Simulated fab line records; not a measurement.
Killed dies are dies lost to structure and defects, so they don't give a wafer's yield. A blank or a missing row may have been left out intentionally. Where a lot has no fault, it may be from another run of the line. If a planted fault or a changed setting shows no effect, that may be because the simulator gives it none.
fab line records    flow nand_harc
[record] lots = 24  wafers = 72  last_day = 34
route steps=1302 shown P_ZERO_WELL@16 P_GATE@149 P_M0@263
lots untouched by any fault: they come from a run of this same line in which no faults occurred
start_h: the number of hours between the record's first day and the start of the first shown wafer of the lot    wait_h: hours elapsed since this lot's preceding step    " the same as in the row above    L1.1+2: one row covering several wafers at once    - value missing, or start not given    * or withheld: withheld    < > ~ a bound
route shown NAME@n: NAME is a module with steps in the file, n the number in the route of the first one    usual: mean/standard deviation of fault-free wafers    same: alike in all rows    chamber/n: place in a boat    sites: the reading at each site    _std_site: their standard deviation    _edge_site: outer sites' mean less inner sites'    radius_mm: how far each site lies from the wafer's centre    mask NAME#n: copy n    behind: tool/chamber where the wafer was last shaped    hold: why the lot went on hold/how many hours it stayed there/how the hold came to an end    device: the n, p or np transistor that did not switch    end of line: tests run on the same wafers once the route is complete    a step without rows: its recipe alone    killed: at the first sort, the dies lost to defects and structure; wafer yield is something else    map: a wafer's dies, x killed, . not, _ none there
set.NAME: the setting the step ran with; set.NAME@STEP: the setting that earlier step ran with    model.NAME: the simulator's own value behind a step, which no gauge read
route steps across a sampled set of lots; one table per step, one row per wafer
services: the hour from which a tool's chamber was out of use, counted from the record's first day as start_h (under 0 if before that day), plus the number of hours and why
[[steps]]
[step NHARC_P_ZERO_WELL_DESCUM_13]
[recipe] time_s = 3  o2_flow_sccm = 200  ar_flow_sccm = 0  bias_power_w = 0  chemistry = O2
[usual] drypump_motor_current_A = 5.9/0.45  oes_product_au = 0.999/0.0072  rf_vpp_V = 57.6/0.86  showerhead_plenum_p_Torr = 1.89/0.083  throttle_valve_pct = 11.312/0.0097
[same] time_s = 3
lot.wafer  tool         chamber  start_h  wait_h  drypump_motor_current_A  oes_product_au  rf_hours_counter_h  rf_vpp_V  showerhead_plenum_p_Torr  throttle_valve_pct
L074.3     rie_diel-04  3        21.39    -       5.7                      0.994           3                   57.9      1.84                      11.301
L074.1     "            1        "        "       6.4                      0.989           2                   57.9      1.94                      11.311
L074.2     "            2        "        "       6.0                      1.003           3                   57.7      1.85                      11.327
L075.3     rie_diel-04  1        31.29    -       6.4                      0.997           5                   55.8      1.94                      11.338
L075.2     "            2        "        "       6.0                      1.002           5                   58.1      1.85                      11.283
L075.6     "            0        "        "       5.4                      0.997           -                   58.1      1.91                      11.304
L076.1     rie_diel-04  3        41.41    -       5.7                      0.997           9                   57.2      1.84                      11.318
L076.5     "            2        "        "       6.0                      1.008           -                   57.7      1.85                      11.320
L076.6     "            3        "        "       5.7                      0.995           -                   57.7      1.84                      11.312
L077.3     rie_diel-03  2        51.41    -       6.8                      1.004           40                  58.3      1.99                      11.311
L077.4     "            3        "        "       6.1                      0.987           44                  57.1      2.01                      11.315
L077.5     "            1        "        "       5.2                      1.006           -                   57.4      1.78                      11.307
L078.3     rie_diel-03  2        61.57    -       6.9                      1.002           42                  58.4      1.99                      11.301
L078.5     "            3        "        "       6.1                      0.998           -                   57.9      2.01                      11.322
L078.6     "            0        "        "       6.1                      0.988           -                   56.4      1.78                      11.312
L079.1     rie_diel-03  0        71.39    -       6.2                      1.006           48                  56.9      1.78                      11.306
L079.6     "            3        "        "       6.1                      0.999           -                   59.1      2.01                      11.312
L079.5     "            0        "        "       6.1                      0.993           -                   56.3      1.78                      11.310
L080.1     rie_diel-10  2        81.30    -       6.3                      1.001           2                   58.2      1.87                      11.321
L080.4     "            0        "        "       5.9                      0.999           2                   56.3      1.95                      11.307
L080.5     "            3        "        "       5.3                      0.987           -                   57.4      1.96                      11.310
L081.2     rie_diel-10  2        91.41    -       6.3                      0.999           5                   56.1      1.87                      11.303
L081.3     "            0        "        "       5.9                      1.002           5                   59.0      1.95                      11.308
L081.4     "            1        "        "       5.8                      1.005           -                   57.6      2.07                      11.326
L082.2     rie_diel-03  1        101.41   -       5.2                      1.000           53                  56.9      1.78                      11.315
L082.3     "            3        "        "       6.1                      0.994           59                  58.1      2.01                      11.327
L082.5     "            0        "        "       6.1                      0.985           -                   57.7      1.78                      11.303
L083.2     rie_diel-04  1        111.26   -       6.4                      0.992           31                  56.5      1.93                      11.309
L083.1     "            2        "        "       6.0                      1.002           33                  57.8      1.84                      11.307
L083.4     "            0        "        "       5.4                      1.009           33                  57.3      1.90                      11.308
L084.2     rie_diel-03  1        121.41   -       5.2                      1.006           1                   57.9      1.78                      11.310
L084.1     "            0        "        "       6.1                      0.992           2                   57.1      1.78                      11.309
L084.6     "            1        "        "       5.2                      1.007           -                   57.9      1.78                      11.328
L085.2     rie_diel-04  1        131.27   -       6.4                      1.006           34                  58.5      1.93                      11.315
L085.4     "            2        "        "       6.0                      0.997           36                  57.9      1.84                      11.297
L085.5     "            2        "        "       6.0                      1.001           -                   58.5      1.84                      11.329
L086.4     rie_diel-04  1        141.29   -       6.4                      1.001           37                  58.8      1.93                      11.321
L086.1     "            3        "        "       5.7                      0.996           41                  56.8      1.83                      11.321
L086.5     "            1        "        "       6.4                      1.003           -                   58.5      1.93                      11.312
L087.3     rie_diel-04  3        151.39   -       5.7                      1.003           44                  56.9      1.83                      11.291
L087.1     "            1        "        "       6.3                      1.000           41                  56.3      1.93                      11.316
L087.2     "            2        "        "       6.0                      1.001           43                  56.1      1.84                      11.315
L088.3     rie_diel-10  0        161.27   -       5.9                      1.002           33                  56.4      1.94                      11.319
L088.2     "            1        "        "       5.8                      1.000           33                  59.3      2.07                      11.298
L088.5     "            3        "        "       5.3                      0.996           -                   59.9      1.96                      11.318
L089.3     rie_diel-10  0        171.40   -       5.9                      0.998           37                  56.4      1.94                      11.309
L089.1     "            1        "        "       5.8                      0.997           37                  57.8      2.06                      11.322
L089.5     "            0        "        "       5.9                      1.008           -                   58.7      1.94                      11.303
L090.4     rie_diel-03  1        181.43   -       5.2                      0.997           19                  57.0      1.77                      11.305
L090.3     "            3        "        "       6.0                      0.997           23                  58.5      2.00                      11.311
L090.5     "            0        "        "       6.1                      0.991           -                   57.3      1.77                      11.313
L091.2     rie_diel-03  2        191.49   -       6.8                      1.013           22                  58.8      1.98                      11.310
L091.1     "            3        "        "       6.1                      1.010           25                  58.7      2.00                      11.311
L091.6     "            1        "        "       5.2                      1.003           -                   56.6      1.77                      11.318
L092.2     rie_diel-04  0        201.40   -       5.4                      1.016           2                   57.0      1.89                      11.297
L092.6     "            3        "        "       5.8                      1.005           -                   57.4      1.82                      11.320
L092.5     "            0        "        "       5.4                      1.011           -                   58.0      1.89                      11.305
L093.4     rie_diel-03  3        211.65   -       6.1                      0.998           28                  58.2      2.00                      11.310
L093.1     "            0        "        "       6.1                      0.982           27                  56.5      1.77                      11.305
L093.5     "            3        "        "       6.1                      0.992           -                   57.9      2.00                      11.318
L094.3     rie_diel-10  3        222.25   -       5.4                      0.998           42                  59.1      1.95                      11.292
L094.1     "            0        "        "       5.9                      1.004           58                  57.0      1.93                      11.305
L094.4     "            2        "        "       6.3                      1.002           55                  57.5      1.85                      11.301
L095.2     rie_diel-04  3        231.29   -       5.7                      1.001           14                  57.0      1.82                      11.317
L095.3     "            0        "        "       5.4                      0.996           15                  58.3      1.89                      11.295
L095.6     "            1        "        "       6.4                      1.003           -                   57.8      1.92                      11.331
L096.4     rie_diel-04  2        241.41   -       6.0                      1.018           15                  58.4      1.83                      11.313
L096.6     "            1        "        "       6.4                      1.012           -                   58.6      1.92                      11.316
L096.5     "            2        "        "       6.0                      1.008           -                   57.1      1.83                      11.312
L097.1     rie_diel-10  3        251.64   -       5.3                      1.012           0                   59.3      1.95                      11.324
L097.4     "            0        "        "       5.9                      0.996           0                   58.4      1.93                      11.309
L097.2     "            1        "        "       5.8                      0.989           0                   58.5      2.05                      11.312
[step NHARC_P_ZERO_WELL_ETCH_65]
[recipe] target_depth_a = 800  overetch_a = 240  time_s = 87.88  ion_energy_ev = 200  n2_flow_sccm = 150  h2_flow_sccm = 150  ar_flow_sccm = 0  rf_w = 400  bias_w = 150  chemistry = N2/H2
[usual] drypump_motor_current_A = 5.9/0.46  oes_product_au = 0.999/0.0078  rf_vpp_V = 430.2/2.6  showerhead_plenum_p_Torr = 2.02/0.094  throttle_valve_pct = 14.171/0.0092
[same] time_s = 87.88
lot.wafer  tool         chamber  start_h  wait_h  drypump_motor_current_A  oes_product_au  rf_hours_counter_h  rf_vpp_V  showerhead_plenum_p_Torr  throttle_valve_pct
L074.1     rie_diel-04  3        21.47    0.1     5.7                      1.006           3                   428.1     1.96                      14.155
L074.2     "            0        "        "       5.4                      1.001           2                   430.8     2.03                      14.170
L074.3     "            2        "        "       6.0                      1.007           3                   429.6     1.97                      14.180
L075.2     rie_diel-04  1        31.36    0.1     6.4                      1.000           5                   432.2     2.07                      14.182
L075.3     "            3        "        "       5.7                      1.001           7                   428.4     1.96                      14.165
L075.6     "            1        "        "       6.4                      0.990           -                   431.3     2.07                      14.164
L076.1     rie_diel-04  0        41.49    0.1     5.4                      1.001           9                   429.6     2.03                      14.176
L076.6     "            3        "        "       5.7                      0.987           -                   427.0     1.95                      14.177
L076.5     "            0        "        "       5.4                      0.993           -                   428.9     2.03                      14.167
L077.4     rie_diel-03  0        51.49    0.1     6.1                      0.981           43                  426.0     1.90                      14.173
L077.3     "            1        "        "       5.2                      0.998           40                  427.0     1.90                      14.177
L077.5     "            1        "        "       5.2                      0.994           -                   425.5     1.90                      14.159
L078.3     rie_diel-03  2        61.65    0.1     6.8                      0.998           42                  433.7     2.12                      14.171
L078.5     "            3        "        "       6.1                      0.994           -                   434.2     2.15                      14.165
L078.6     "            0        "        "       6.1                      0.989           -                   426.0     1.90                      14.180
L079.1     rie_diel-03  1        71.48    0.1     5.2                      1.004           46                  426.7     1.90                      14.191
L079.5     "            0        "        "       6.1                      0.975           -                   427.1     1.90                      14.166
L079.6     "            1        "        "       5.2                      0.994           -                   427.4     1.90                      14.173
L080.4     rie_diel-10  1        81.39    0.1     5.8                      0.998           2                   434.3     2.22                      14.160
L080.1     "            2        "        "       6.3                      1.003           2                   429.9     1.99                      14.174
L080.5     "            1        "        "       5.8                      1.012           -                   434.9     2.22                      14.165
L081.3     rie_diel-10  2        91.51    0.1     6.3                      0.990           5                   429.0     1.99                      14.161
L081.2     "            0        "        "       5.9                      0.998           5                   431.2     2.08                      14.173
L081.4     "            0        "        "       5.9                      1.007           -                   432.4     2.08                      14.161
L082.3     rie_diel-03  2        101.50   0.1     6.9                      0.995           54                  433.0     2.12                      14.176
L082.2     "            0        "        "       6.1                      0.989           58                  426.3     1.89                      14.164
L082.5     "            1        "        "       5.2                      1.000           -                   427.9     1.89                      14.151
L083.1     rie_diel-04  1        111.35   0.1     6.4                      0.993           31                  431.2     2.06                      14.178
L083.4     "            2        "        "       6.0                      0.992           33                  428.7     1.96                      14.179
L083.2     "            0        "        "       5.4                      1.003           33                  429.8     2.02                      14.173
L084.1     rie_diel-03  0        121.50   0.1     6.1                      0.991           2                   426.0     1.89                      14.184
L084.2     "            1        "        "       5.2                      1.002           1                   425.8     1.89                      14.175
L084.6     "            2        "        "       6.8                      1.014           -                   433.4     2.12                      14.183
L085.2     rie_diel-04  3        131.35   0.1     5.7                      0.994           39                  428.0     1.94                      14.168
L085.4     "            2        "        "       6.0                      0.994           36                  428.8     1.96                      14.154
L085.5     "            3        "        "       5.7                      1.002           -                   427.7     1.94                      14.172
L086.1     rie_diel-04  2        141.38   0.1     6.0                      1.002           39                  428.1     1.96                      14.174
L086.4     "            0        "        "       5.4                      0.995           39                  428.9     2.02                      14.184
L086.5     "            2        "        "       6.0                      1.000           -                   429.1     1.96                      14.182
L087.1     rie_diel-04  2        151.47   0.1     6.0                      1.007           43                  429.4     1.96                      14.169
L087.3     "            3        "        "       5.7                      0.996           44                  428.7     1.94                      14.157
L087.2     "            1        "        "       6.4                      1.001           41                  429.5     2.06                      14.151
L088.3     rie_diel-10  0        161.37   0.1     5.9                      0.996           33                  431.1     2.07                      14.167
L088.2     "            1        "        "       5.8                      1.001           33                  434.6     2.21                      14.182
L088.5     "            3        "        "       5.3                      0.998           -                   432.3     2.09                      14.163
L089.1     rie_diel-10  2        171.49   0.1     6.3                      1.011           37                  429.6     1.98                      14.154
L089.3     "            0        "        "       5.9                      1.004           37                  430.9     2.07                      14.181
L089.5     "            1        "        "       5.9                      1.005           -                   435.6     2.20                      14.168
L090.3     rie_diel-03  1        181.56   0.1     5.2                      1.007           19                  426.2     1.89                      14.163
L090.4     "            3        "        "       6.1                      0.999           23                  432.5     2.13                      14.182
L090.5     "            1        "        "       5.2                      1.012           -                   426.4     1.89                      14.170
L091.1     rie_diel-03  2        191.56   0.1     6.8                      1.000           22                  432.1     2.11                      14.164
L091.2     "            1        "        "       5.2                      1.005           21                  425.2     1.89                      14.165
L091.6     "            2        "        "       6.8                      0.998           -                   433.4     2.11                      14.154
L092.2     rie_diel-04  2        201.49   0.1     6.0                      1.006           4                   428.9     1.95                      14.177
L092.5     "            0        "        "       5.4                      1.008           -                   430.6     2.01                      14.177
L092.6     "            1        "        "       6.4                      1.010           -                   432.1     2.05                      14.170
L093.1     rie_diel-03  2        212.56   0.9     6.9                      1.005           26                  433.7     2.11                      14.164
L093.4     "            0        "        "       6.1                      0.995           28                  425.9     1.88                      14.171
L093.5     "            2        "        "       6.9                      0.988           -                   431.3     2.11                      14.171
L094.4     rie_diel-10  1        222.43   0.1     5.8                      1.003           59                  435.2     2.20                      14.165
L094.3     "            3        "        "       5.3                      1.002           42                  430.5     2.08                      14.177
L094.1     "            0        "        "       5.9                      1.016           58                  431.1     2.06                      14.166
L095.2     rie_diel-04  0        231.36   0.1     5.4                      1.004           15                  429.8     2.01                      14.189
L095.3     "            1        "        "       6.4                      1.003           15                  431.1     2.05                      14.178
L095.6     "            1        "        "       6.4                      1.008           -                   430.5     2.05                      14.166
L096.4     rie_diel-04  0        241.49   0.1     5.4                      1.000           19                  430.3     2.01                      14.146
L096.6     "            0        "        "       5.4                      1.006           -                   429.7     2.01                      14.175
L096.5     "            1        "        "       6.4                      1.000           -                   429.8     2.05                      14.177
L097.1     rie_diel-10  0        251.89   0.2     5.9                      1.005           0                   431.5     2.06                      14.166
L097.2     "            1        "        "       5.8                      0.994           0                   433.9     2.19                      14.175
L097.4     "            3        "        "       5.3                      1.003           0                   430.1     2.08                      14.172
[step NHARC_P_GATE_ETCH_32]
[recipe] target_depth_a = 1500  over_etch_frac = 1  over_etch_ion_energy_ev = 40  time_s = 100.1  hbr_flow_sccm = 150  cl2_flow_sccm = 50  rf_w = 400  icp_w = 400  bias_w = 100  chemistry = HBr/Cl2
[usual] drypump_motor_current_A = 6.0/0.46  oes_product_au = 1.001/0.0073  throttle_valve_pct = 26.406/0.0094
[same] time_s = 100.1
lot.wafer  tool       chamber  start_h  wait_h  drypump_motor_current_A  oes_product_au  rf_hours_counter_h  throttle_valve_pct
L074.1     rie_si-02  2        97.50    -       5.7                      1.001           1.1                 26.386
L074.3     "          0        "        "       6.1                      1.006           0.8                 26.392
L074.2     "          1        "        "       6.1                      1.018           0.9                 26.416
L075.2     rie_si-04  3        106.11   -       6.5                      0.991           0.6                 26.414
L075.3     "          0        "        "       6.0                      1.008           0.6                 26.418
L075.6     "          0        "        "       6.0                      1.004           -                   26.405
L076.1     rie_si-01  1        118.84   -       5.5                      1.000           0.5                 26.429
L076.5     "          1        "        "       5.5                      1.013           -                   26.413
L076.6     "          2        "        "       6.3                      0.996           -                   26.409
L077.4     rie_si-04  2        133.72   -       5.8                      0.991           0.8                 26.431
L077.3     "          0        "        "       6.0                      1.005           0.8                 26.406
L077.5     "          3        "        "       6.5                      0.999           -                   26.421
L078.3     rie_si-02  2        134.25   -       5.7                      1.017           0.1                 26.416
L078.6     "          1        "        "       6.1                      1.015           -                   26.401
L078.5     "          2        "        "       5.7                      1.011           -                   26.413
L079.1     rie_si-01  3        143.41   -       5.8                      0.998           0.8                 26.404
L079.5     "          2        "        "       6.3                      1.001           -                   26.396
L079.6     "          3        "        "       5.8                      0.998           -                   26.408
L080.1     rie_si-04  3        159.74   -       6.5                      1.001           1.0                 26.411
L080.4     "          0        "        "       6.0                      1.003           0.9                 26.400
L080.5     "          0        "        "       5.9                      1.003           -                   26.399
L081.4     rie_si-04  3        164.94   -       6.5                      1.007           1.0                 26.402
L081.3     "          0        "        "       6.0                      1.011           1.0                 26.400
L081.2     "          1        "        "       6.4                      0.995           0.9                 26.398
L082.3     rie_si-01  2        183.79   -       6.3                      1.001           1.0                 26.406
L082.2     "          0        "        "       4.9                      1.000           1.0                 26.403
L082.5     "          2        "        "       6.3                      0.995           -                   26.422
L083.2     rie_si-02  3        188.33   -       6.6                      1.001           0.5                 26.407
L083.4     "          0        "        "       6.1                      1.005           0.4                 26.395
L083.1     "          1        "        "       6.1                      1.013           0.4                 26.400
L084.1     rie_si-02  2        194.88   -       5.7                      1.010           0.6                 26.410
L084.2     "          3        "        "       6.6                      0.995           0.5                 26.397
L084.6     "          3        "        "       6.6                      0.994           -                   26.407
L085.2     rie_si-01  0        206.40   -       4.9                      1.005           0.0                 26.398
L085.4     "          1        "        "       5.5                      0.998           0.0                 26.413
L085.5     "          1        "        "       5.5                      0.999           -                   26.407
L086.1     rie_si-04  0        212.21   -       6.0                      1.007           0.1                 26.403
L086.4     "          1        "        "       6.4                      0.991           0.2                 26.397
L086.5     "          2        "        "       5.8                      0.996           -                   26.403
L087.3     rie_si-01  0        223.61   -       4.9                      0.984           0.2                 26.389
L087.1     "          1        "        "       5.5                      1.010           0.2                 26.411
L087.2     "          3        "        "       5.8                      0.994           0.1                 26.420
L089.1     rie_si-02  3        243.85   -       6.6                      0.997           0.9                 26.400
L089.3     "          0        "        "       6.1                      1.000           0.7                 26.395
L089.5     "          3        "        "       6.6                      1.006           -                   26.410
L088.2     rie_si-04  1        243.96   -       6.4                      0.993           0.3                 26.407
L088.3     "          0        "        "       6.0                      0.998           0.3                 26.411
L088.5     "          2        "        "       5.8                      1.000           -                   26.412
L090.3     rie_si-04  2        256.70   -       5.8                      1.001           0.5                 26.405
L090.4     "          3        "        "       6.5                      1.000           0.4                 26.395
L090.5     "          3        "        "       6.5                      0.998           -                   26.409
L091.2     rie_si-01  0        262.38   -       4.9                      1.000           0.5                 26.412
L091.1     "          1        "        "       5.5                      1.014           0.4                 26.408
L091.6     "          3        "        "       5.8                      1.008           -                   26.403
L092.2     rie_si-01  3        280.38   -       5.8                      0.993           0.5                 26.393
L092.5     "          1        "        "       5.5                      0.998           -                   26.415
L092.6     "          3        "        "       5.8                      0.993           -                   26.393
L093.4     rie_si-01  2        285.03   -       6.3                      0.982           0.4                 26.401
L093.1     "          0        "        "       4.9                      1.001           0.7                 26.421
L093.5     "          2        "        "       6.3                      0.988           -                   26.398
L094.1     rie_si-04  1        296.27   -       6.4                      0.991           0.7                 26.399
L094.4     "          2        "        "       5.8                      1.003           0.8                 26.396
L094.3     "          3        "        "       6.5                      1.014           0.7                 26.405
L095.2     rie_si-02  1        302.32   -       6.1                      0.997           0.1                 26.436
L095.3     "          2        "        "       5.7                      1.008           0.1                 26.406
L095.6     "          0        "        "       6.1                      0.994           -                   26.395
L096.4     rie_si-02  2        316.73   -       5.7                      1.004           0.2                 26.413
L096.5     "          3        "        "       6.6                      0.995           -                   26.400
L096.6     "          0        "        "       6.1                      0.997           -                   26.389
L097.1     rie_si-04  3        330.89   -       6.4                      1.001           0.9                 26.404
L097.2     "          1        "        "       6.4                      0.996           0.9                 26.412
L097.4     "          2        "        "       5.9                      1.006           0.9                 26.408
[step NHARC_P_GATE_CD_MEAS_33]
[usual] cd_nm = 120.1/1.9
lot.wafer  tool       chamber  start_h  wait_h  cd_nm
L074.1     cd_sem-03  -        97.87    0.2     122.2
L074.2     "          -        "        "       121.5
L074.3     "          -        "        "       121.2
L075.2     cd_sem-02  -        106.45   -       120.8
L075.3     "          -        "        "       119.7
L075.6     "          -        "        "       121.5
L076.1     cd_sem-02  -        119.18   -       118.4
L076.5     "          -        "        "       119.0
L076.6     "          -        "        "       118.8
L077.3     cd_sem-03  -        134.06   -       119.8
L077.4     "          -        "        "       120.5
L077.5     "          -        "        "       118.0
L078.3     cd_sem-02  -        134.58   -       117.6
L078.5     "          -        "        "       120.9
L078.6     "          -        "        "       117.6
L079.1     cd_sem-01  -        143.76   0.2     117.5
L079.5     "          -        "        "       120.0
L079.6     "          -        "        "       118.6
L080.1     cd_sem-02  -        160.07   -       118.9
L080.4     "          -        "        "       121.6
L080.5     "          -        "        "       121.0
L081.2     cd_sem-02  -        165.27   -       120.5
L081.3     "          -        "        "       121.3
L081.4     "          -        "        "       118.5
L082.2     cd_sem-03  -        184.11   -       118.6
L082.3     "          -        "        "       117.9
L082.5     "          -        "        "       119.7
L083.1     cd_sem-02  -        188.65   -       119.2
L083.2     "          -        "        "       117.9
L083.4     "          -        "        "       122.9
L084.1     cd_sem-03  -        195.22   -       122.6
L084.2     "          -        "        "       120.6
L084.6     "          -        "        "       118.6
L085.2     cd_sem-03  -        206.74   -       121.1
L085.4     "          -        "        "       121.0
L085.5     "          -        "        "       120.3
L086.1     cd_sem-03  -        212.52   -       119.5
L086.4     "          -        "        "       122.8
L086.5     "          -        "        "       120.0
L087.1     cd_sem-01  -        223.95   -       119.1
L087.2     "          -        "        "       118.6
L087.3     "          -        "        "       117.4
L089.1     cd_sem-03  -        244.21   0.1     117.8
L089.3     "          -        "        "       124.1
L089.5     "          -        "        "       119.7
L088.2     cd_sem-02  -        244.29   -       120.2
L088.3     "          -        "        "       120.6
L088.5     "          -        "        "       120.3
L090.3     cd_sem-03  -        257.04   -       120.9
L090.4     "          -        "        "       121.3
L090.5     "          -        "        "       120.0
L091.1     cd_sem-02  -        262.70   -       120.2
L091.2     "          -        "        "       121.8
L091.6     "          -        "        "       119.9
L092.2     cd_sem-01  -        280.73   -       123.2
L092.5     "          -        "        "       122.4
L092.6     "          -        "        "       122.1
L093.1     cd_sem-02  -        285.36   -       120.3
L093.4     "          -        "        "       118.9
L093.5     "          -        "        "       120.0
L094.1     cd_sem-02  -        296.60   -       122.4
L094.3     "          -        "        "       121.0
L094.4     "          -        "        "       120.4
L095.2     cd_sem-02  -        302.65   -       118.4
L095.3     "          -        "        "       117.5
L095.6     "          -        "        "       122.1
L096.4     cd_sem-02  -        317.03   -       118.8
L096.5     "          -        "        "       121.6
L096.6     "          -        "        "       121.3
L097.1     cd_sem-01  -        331.23   -       117.6
L097.2     "          -        "        "       120.3
L097.4     "          -        "        "       122.2
[step NHARC_P_M0_CD_MEAS_09]
[recipe] target_cd_nm = 90  landing_energy_ev = 500
[usual] cd_nm = 90.0/0.56
[same] landing_energy_ev = 500
lot.wafer  tool       chamber  start_h  wait_h  cd_nm
L074.1     cd_sem-03  0        120.97   -       89.1
L074.2     "          0        "        "       89.8
L074.3     "          0        "        "       90.0
L075.2     cd_sem-02  0        129.55   -       89.7
L075.3     "          0        "        "       89.4
L075.6     "          0        "        "       89.5
L076.1     cd_sem-02  0        142.39   -       89.2
L076.5     "          0        "        "       89.2
L076.6     "          0        "        "       89.6
L077.3     cd_sem-01  0        157.53   -       90.7
L077.4     "          0        "        "       90.0
L077.5     "          0        "        "       90.2
L078.3     cd_sem-02  0        157.84   -       90.9
L078.5     "          0        "        "       90.5
L078.6     "          0        "        "       90.5
L079.1     cd_sem-03  0        167.25   -       90.4
L079.5     "          0        "        "       89.6
L079.6     "          0        "        "       89.5
L080.1     cd_sem-02  0        183.42   -       91.2
L080.4     "          0        "        "       91.3
L080.5     "          0        "        "       90.8
L081.2     cd_sem-02  0        188.48   -       89.4
L081.3     "          0        "        "       90.0
L081.4     "          0        "        "       89.8
L082.2     cd_sem-03  0        207.82   -       90.8
L082.3     "          0        "        "       90.4
L082.5     "          0        "        "       91.0
L083.1     cd_sem-02  0        214.41   -       89.7
L083.2     "          0        "        "       89.6
L083.4     "          0        "        "       89.4
L084.1     cd_sem-03  0        218.26   -       90.8
L084.2     "          0        "        "       90.1
L084.6     "          0        "        "       90.3
L085.2     cd_sem-03  0        230.94   -       90.2
L085.4     "          0        "        "       90.0
L085.5     "          0        "        "       89.5
L086.1     cd_sem-01  0        236.83   -       90.4
L086.4     "          0        "        "       90.5
L086.5     "          0        "        "       90.2
L087.1     cd_sem-03  0        246.96   -       90.3
L087.2     "          0        "        "       90.5
L087.3     "          0        "        "       90.9
L089.1     cd_sem-02  0        267.80   -       90.2
L089.3     "          0        "        "       90.2
L089.5     "          0        "        "       89.8
L088.2     cd_sem-03  0        268.56   -       90.7
L088.3     "          0        "        "       90.1
L088.5     "          0        "        "       90.2
L090.3     cd_sem-01  0        282.29   -       89.1
L090.4     "          0        "        "       89.9
L090.5     "          0        "        "       89.3
L091.1     cd_sem-03  0        286.06   -       89.9
L091.2     "          0        "        "       89.3
L091.6     "          0        "        "       89.9
L092.2     cd_sem-02  0        306.13   -       90.0
L092.5     "          0        "        "       89.6
L092.6     "          0        "        "       89.9
L093.1     cd_sem-03  0        310.49   -       89.8
L093.4     "          0        "        "       89.7
L093.5     "          0        "        "       89.5
L094.1     cd_sem-03  0        324.03   -       90.1
L094.3     "          0        "        "       90.6
L094.4     "          0        "        "       90.3
L095.2     cd_sem-01  0        325.77   -       89.9
L095.3     "          0        "        "       89.6
L095.6     "          0        "        "       90.3
L096.4     cd_sem-01  0        342.28   -       90.3
L096.5     "          0        "        "       89.8
L096.6     "          0        "        "       90.1
L097.1     cd_sem-01  0        359.42   -       88.7
L097.2     "          0        "        "       89.1
L097.4     "          0        "        "       88.6
[step NHARC_P_M0_PVD_21]
[recipe] target_thk_a = 300  chamber_pressure_pa = 5  power_w = 5000  substrate_temp_c = 30  time_s = 20.49  material = Cu
[usual] throttle_valve_pct = 30.6/0.83
[same] time_s = 20.49
lot.wafer  tool            chamber  start_h  wait_h  throttle_valve_pct
L074.2     pvd_sputter-01  -        -        -       31.1
L074.3     "               -        "        "       28.9
L074.1     "               -        "        "       30.6
L075.3     pvd_sputter-03  -        -        -       30.2
L075.2     "               -        "        "       31.3
L075.6     "               -        "        "       30.4
L076.1     pvd_sputter-03  -        -        -       31.9
L076.6     "               -        "        "       31.0
L076.5     "               -        "        "       30.5
L077.4     pvd_sputter-03  -        -        -       30.1
L077.3     "               -        "        "       30.1
L077.5     "               -        "        "       32.0
L078.3     pvd_sputter-01  -        -        -       31.0
L078.6     "               -        "        "       30.9
L078.5     "               -        "        "       31.5
L079.1     pvd_sputter-02  -        -        -       30.1
L079.5     "               -        "        "       30.7
L079.6     "               -        "        "       30.1
L080.4     pvd_sputter-03  -        -        -       32.0
L080.1     "               -        "        "       30.4
L080.5     "               -        "        "       30.3
L081.3     pvd_sputter-02  -        -        -       30.4
L081.4     "               -        "        "       30.9
L081.2     "               -        "        "       30.1
L082.2     pvd_sputter-02  -        -        -       29.9
L082.3     "               -        "        "       30.2
L082.5     "               -        "        "       29.9
L083.1     pvd_sputter-02  -        -        -       30.0
L083.2     "               -        "        "       30.3
L083.4     "               -        "        "       30.7
L084.1     pvd_sputter-01  -        -        -       30.8
L084.2     "               -        "        "       31.2
L084.6     "               -        "        "       29.1
L085.2     pvd_sputter-02  -        -        -       30.8
L085.4     "               -        "        "       30.0
L085.5     "               -        "        "       31.0
L086.4     pvd_sputter-03  -        -        -       30.9
L086.1     "               -        "        "       32.2
L086.5     "               -        "        "       30.6
L087.3     pvd_sputter-03  -        -        -       32.0
L087.2     "               -        "        "       30.3
L087.1     "               -        "        "       29.9
L089.1     pvd_sputter-01  -        -        -       30.9
L089.3     "               -        "        "       32.2
L089.5     "               -        "        "       29.4
L088.2     pvd_sputter-03  -        -        -       29.7
L088.3     "               -        "        "       31.8
L088.5     "               -        "        "       30.0
L090.3     pvd_sputter-01  -        -        -       32.1
L090.4     "               -        "        "       29.2
L090.5     "               -        "        "       29.6
L091.2     pvd_sputter-01  -        -        -       29.8
L091.1     "               -        "        "       32.1
L091.6     "               -        "        "       29.8
L092.2     pvd_sputter-02  -        -        -       30.3
L092.6     "               -        "        "       30.3
L092.5     "               -        "        "       31.4
L093.4     pvd_sputter-02  -        -        -       31.1
L093.1     "               -        "        "       31.5
L093.5     "               -        "        "       29.4
L094.4     pvd_sputter-01  -        -        -       30.9
L094.3     "               -        "        "       32.3
L094.1     "               -        "        "       29.1
L095.3     pvd_sputter-03  -        -        -       30.2
L095.2     "               -        "        "       30.8
L095.6     "               -        "        "       32.0
L096.4     pvd_sputter-03  -        -        -       30.5
L096.5     "               -        "        "       32.0
L096.6     "               -        "        "       30.3
L097.4     pvd_sputter-01  -        -        -       32.3
L097.1     "               -        "        "       29.9
L097.2     "               -        "        "       30.8
[[services]]
tool         chamber  start_h  hours  kind
rie_diel-10  0        -0.28    23.4   repair
rie_diel-04  -        1.03     9.0    pm
rie_diel-03  0        13.22    2.9    repair
rie_diel-03  1        15.43    1.8    repair
rie_diel-10  -        28.83    1.0    repair
rie_diel-03  -        45.44    0.2    repair
rie_diel-03  -        55.62    0.6    repair
rie_diel-10  3        59.14    19.2   repair
rie_diel-10  -        65.50    9.0    pm
rie_diel-10  3        86.91    19.8   repair
rie_diel-03  0        93.59    3.4    repair
rie_diel-03  -        106.33   9.0    pm
rie_diel-03  0        143.23   1.2    repair
rie_diel-10  -        148.78   1.0    repair
rie_diel-04  -        178.03   9.0    pm
rie_diel-10  0        223.34   2.7    repair
rie_diel-10  -        242.52   9.0    pm
rie_diel-04  0        247.88   22.6   repair
rie_diel-03  3        261.38   1.2    repair
rie_diel-04  0        278.73   4.4    repair
rie_diel-03  -        283.61   9.0    pm
rie_diel-10  0        318.55   4.5    repair
rie_diel-03  2        333.37   8.2    repair
rie_diel-04  -        355.03   9.0    pm
[[key]]
fault none
